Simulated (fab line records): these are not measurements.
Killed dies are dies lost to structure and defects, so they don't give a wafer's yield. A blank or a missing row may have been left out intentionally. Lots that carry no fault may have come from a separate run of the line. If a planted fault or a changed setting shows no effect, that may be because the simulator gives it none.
Which tool is to blame? | flow nand harc | 33 wafers from 11 lots sampled at 2 of the route's 1302 steps

## WHAT THE GAUGES SHOWED, per wafer
NHARC_P_GATE_INSPECT_28.
lot  | measured     | on                | raw defect count
L927 | day 5 06:31  | defect inspect-01 | 1 7 9
L929 | day 6 01:48  | defect inspect-02 | 293 274 251
L931 | day 6 13:43  | defect inspect-02 | 303 255 241
L939 | day 10 05:20 | defect inspect-02 | 8 10 6
L942 | day 11 06:15 | defect inspect-02 | 6 11 6
L941 | day 11 06:54 | defect inspect-01 | 3 8 4
L943 | day 11 18:09 | defect inspect-01 | 2 7 3
L944 | day 11 23:01 | defect inspect-02 | 7 9 9
L946 | day 13 02:19 | defect inspect-02 | 10 9 4
L947 | day 13 09:17 | defect inspect-01 | 13 3 3
L950 | day 14 12:20 | defect inspect-02 | 6 11 7

## TOOL THAT RAN EACH LOT (tool first, then ch and the chambers of the sampled wafers, then the start)
lot  | NHARC_P_GATE_HM_DEP_102
L927 | acl dep-01 ch 0, day 5 05:16
L929 | acl dep-01 ch 0, day 6 00:21
L931 | acl dep-01 ch 0, day 6 12:16
L939 | acl dep-01 ch 0, day 10 03:58
L942 | acl dep-01 ch 0, day 11 05:00
L941 | acl dep-01 ch 0, day 11 05:26
L943 | acl dep-01 ch 0, day 11 16:41
L944 | acl dep-01 ch 0, day 11 21:45
L946 | acl dep-01 ch 0, day 13 01:09
L947 | acl dep-03 ch 0, day 13 07:55
L950 | acl dep-01 ch 0, day 14 10:49
- NHARC_P_GATE_HM_DEP_102: deposits aC, target thk 120 nm.

## THE ANSWER, worked out from the rows above alone
Rule: what is usual is taken from the lots themselves. The widest of any qualifying gaps counts: lots, ordered by their means at a reading, are off when they make up no more than a third of the lots, leave a main group of 4 or more, and stand apart from it by 3 or more times the standard deviation of that group's means. A main group whose means are all the same, to the digits that the tables above print for the reading, isn't used. Also off: a lot with no number at a reading for which 4 or more lots have one. The other lots that the step has rows for count as sound.
Off at NHARC_P_GATE_INSPECT_28 (raw defect count): L929, L931. The main group: mean 6.7, standard deviation 1.5.
If a tool, at a process step before that reading, ran all the lots that are off and no sound lot after the first of them, it fits. The gauges at NHARC_P_GATE_INSPECT_28 are tried like those tools. No candidate that was tried fits.

## WHAT THE SIMULATOR HAD PUT IN
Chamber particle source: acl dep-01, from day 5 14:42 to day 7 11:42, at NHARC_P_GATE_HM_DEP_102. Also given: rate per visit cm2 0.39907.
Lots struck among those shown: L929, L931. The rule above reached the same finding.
